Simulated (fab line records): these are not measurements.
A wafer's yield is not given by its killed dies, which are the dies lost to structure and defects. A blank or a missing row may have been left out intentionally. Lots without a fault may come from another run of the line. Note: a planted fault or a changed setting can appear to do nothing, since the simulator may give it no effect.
2 desks, one fault || flow n5 finfet || every desk sees just its own numbers, and what lay behind them comes last

== THE METROLOGY DESK ==
Lot by lot, what the gauges showed, no matter which tool ran the lot: averages of those sampled wafers that carry a number. Any lot whose mean is over 4 standard deviations away from the usual mean is out of limits and marked OUT; that distance is given in the brackets. Readings shown: 7 out of 15 (the first out of limits, and those lying furthest out on some lot).
Columns: A = trench depth nm at N5_STI_FIN_REVEAL_FIN_H_MEAS_10, usual 51.8 nm; B = IOFF_N at N5_BEOL_M4_RC_MEAS_101, usual 0.17 nA/um; C = IOFF_N_85C at N5_BEOL_M4_RC_MEAS_101, usual 3.3 nA/um; D = IOFF_P at N5_BEOL_M4_RC_MEAS_101, usual 0.23 nA/um; E = IOFF_P_85C at N5_BEOL_M4_RC_MEAS_101, usual 3.9 nA/um; F = SS_N at N5_BEOL_M4_RC_MEAS_101, usual 71.7 mV/dec; G = SS_P at N5_BEOL_M4_RC_MEAS_101, usual 73.3 mV/dec
{"lot": "L253", "first seen here": "day 5 09:28", "A": 52.9, "B": 0.13, "C": 2.7, "D": 0.18, "E": 3.3, "F": 71.0, "G": 72.7}
{"lot": "L255", "first seen here": "day 5 19:02", "A": "42.8 (-9.0) OUT", "B": "19.81 (+99 or more) OUT", "C": "176.9 (+99 or more) OUT", "D": "10.96 (+99 or more) OUT", "E": "95.9 (+99 or more) OUT", "F": "143.9 (+74) OUT", "G": "117.0 (+52) OUT"}
{"lot": "L258", "first seen here": "day 6 13:43", "A": "42.8 (-9.0) OUT", "B": "22.30 (+99 or more) OUT", "C": "193.9 (+99 or more) OUT", "D": "6.85 (+99 or more) OUT", "E": "67.4 (+92) OUT", "F": "154.9 (+85) OUT", "G": "117.1 (+52) OUT"}
{"lot": "L262", "first seen here": "day 7 13:30", "A": 51.9, "B": 0.16, "C": 3.1, "D": 0.21, "E": 3.7, "F": 71.3, "G": 72.9}
This desk finds L255, L258 out of limits, L255 being first, at day 5 19:02 (trench depth nm at N5_STI_FIN_REVEAL_FIN_H_MEAS_10). Within limits: L253, L262.

== AT THE TOOL OWNER'S DESK: rie diel-03 ==
The tool's own readings at N5_STI_FIN_REVEAL_ETCHBACK_08 (etches SiO2 in C4F6/O2, target depth 30.5 nm, time 10.167 s): means of the sampled wafers that have a number, for each lot that ran on this tool. Any lot whose mean is over 4 standard deviations away from the usual mean is out of limits and marked OUT; that distance is given in the brackets.
Columns: A = drypump motor current A at N5_STI_FIN_REVEAL_ETCHBACK_08, usual 5.6 A; B = oes product au at N5_STI_FIN_REVEAL_ETCHBACK_08, usual 0.76 a.u.; C = rf vpp V at N5_STI_FIN_REVEAL_ETCHBACK_08, usual 665 V; D = showerhead plenum p Torr at N5_STI_FIN_REVEAL_ETCHBACK_08, usual 2.85 Torr; E = throttle valve pct at N5_STI_FIN_REVEAL_ETCHBACK_08, usual 21.20 %
{"lot": "L253", "first seen here": "day 5 06:31", "A": 5.0, "B": 0.79, "C": 680, "D": 2.78, "E": 21.27}
{"lot": "L255", "first seen here": "day 5 15:50", "A": 5.2, "B": 0.76, "C": 677, "D": 2.80, "E": 21.09}
{"lot": "L258", "first seen here": "day 6 10:46", "A": 5.4, "B": 0.72, "C": 666, "D": 2.76, "E": 21.25}
This desk's finding: nothing out of limits on any of the 3 lots.

== PUT TOGETHER ==
At day 5 19:02 the metrology desk could have sounded an alarm, on L255, L258.
Nothing out of limits was seen by the tool owner's desk.
The tool owner's desk has L255, L258 on record, within its limits.
On rie diel-03, each named lot ran N5_STI_FIN_REVEAL_ETCHBACK_08.

== WHAT THE SIMULATOR HAD PUT IN ==
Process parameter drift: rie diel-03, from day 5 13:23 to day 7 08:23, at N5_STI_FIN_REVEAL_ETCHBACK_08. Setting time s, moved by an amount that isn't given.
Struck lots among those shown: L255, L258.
Per desk, hours elapsed from the start of the fault to the first reading out of limits: for the metrology desk, 6.
